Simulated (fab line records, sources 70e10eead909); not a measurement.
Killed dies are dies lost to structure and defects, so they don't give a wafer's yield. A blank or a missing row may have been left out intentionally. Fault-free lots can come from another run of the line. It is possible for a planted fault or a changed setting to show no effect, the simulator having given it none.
Matching of chambers -- flow nand harc -- NHARC_A_STAIRCASE_CMP_472 on cmp-01 has 4 sister chambers
The step polishes SiO2. 30 wafers are shown with their chamber, then 12 later ones without.

WAFERS, EACH WITH ITS CHAMBER
wafer,chamber,motor current A (A),slurry flow ml min,retaining ring pressure frac
L075.3,0,11.1,149.7,0.999
L075.4,3,10.8,149.8,0.999
L075.6,0,10.9,150.1,1.000
L077.1,1,11.3,149.9,1.002
L077.2,2,11.5,149.3,1.012
L077.4,3,11.1,150.5,0.998
L079.1,0,11.6,150.2,1.000
L079.5,0,12.0,150.8,0.999
L079.6,1,12.1,149.8,0.996
L081.2,3,11.4,149.5,1.006
L081.3,0,11.9,150.3,0.993
L081.6,1,12.3,149.4,0.987
L084.1,3,10.7,150.7,1.000
L084.3,2,12.3,150.1,1.007
L084.6,3,10.4,150.1,1.005
L083.1,1,11.9,150.1,1.013
L083.3,3,11.7,150.0,0.999
L083.5,3,11.5,149.4,1.003
L086.2,2,12.3,150.0,1.004
L086.4,3,11.5,150.4,1.000
L086.6,3,11.6,150.7,0.998
L085.3,1,11.9,150.1,0.996
L085.4,3,11.4,150.4,0.994
L085.5,2,11.9,149.7,0.998
L087.2,2,10.9,150.2,1.005
L087.5,2,11.8,149.9,1.003
L087.6,1,11.5,149.6,1.007
L090.1,0,11.6,150.6,0.997
L090.2,3,10.9,150.4,1.009
L090.6,1,11.6,150.2,1.004

SIGNATURES (averages over the wafers above)
reading,chamber 0,chamber 1,chamber 2,chamber 3,scatter within a chamber
motor current A,11.517,11.800,11.783,11.182,0.435
slurry flow ml min,150.283,149.871,149.867,150.173,0.384
retaining ring pressure frac,0.99800,1.00071,1.00483,1.00100,0.00542
Rule: for a wafer and a chamber, the distance is found by dividing, reading by reading, the gap between the wafer's reading and the chamber's mean by the reading's scatter, squaring, summing and taking the root. The wafer belongs to the nearest chamber; if the next one is less than 2 further off, it can't be placed. The scatter is the square root of a quotient: the sum, over the shown wafers, of each reading's squared deviation from its chamber's mean, divided by wafers minus chambers.

WAFERS WHOSE CHAMBER IS MISSING
wafer,motor current A (A),slurry flow ml min,retaining ring pressure frac
L089.1,11.3,149.7,0.991
L089.2,12.4,149.8,1.001
L089.4,10.8,149.3,1.005
L094.1,11.0,149.3,1.000
L094.5,11.5,149.0,1.005
L094.6,11.9,150.1,1.004
L093.1,12.1,149.0,1.001
L093.2,11.3,150.2,0.994
L093.6,11.5,149.6,0.999
L097.1,11.3,150.5,0.997
L097.2,10.9,150.2,1.006
L097.4,11.1,150.3,1.002

CHAMBER TAKEN BY EACH
wafer,from the rows above,in truth
L089.1,can't be placed: 0 or 1 or 3 or 2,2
L089.2,can't be placed: 1 or 2 or 0 or 3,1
L089.4,can't be placed: 3 or 2 or 1 or 0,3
L094.1,can't be placed: 3 or 1 or 2 or 0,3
L094.5,can't be placed: 2 or 1 or 3 or 0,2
L094.6,can't be placed: 2 or 1 or 0 or 3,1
L093.1,can't be placed: 1 or 2 or 0 or 3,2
L093.2,can't be placed: 0 or 3 or 1 or 2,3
L093.6,can't be placed: 1 or 2 or 3 or 0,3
L097.1,can't be placed: 0 or 3 or 1 or 2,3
L097.2,can't be placed: 3 or 0 or 2 or 1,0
L097.4,can't be placed: 3 or 0 or 1 or 2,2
0 of 12 placed correctly. From these rows, 12 cannot be placed; in 12 the true chamber is one of the candidates. Placed wrongly: 0.
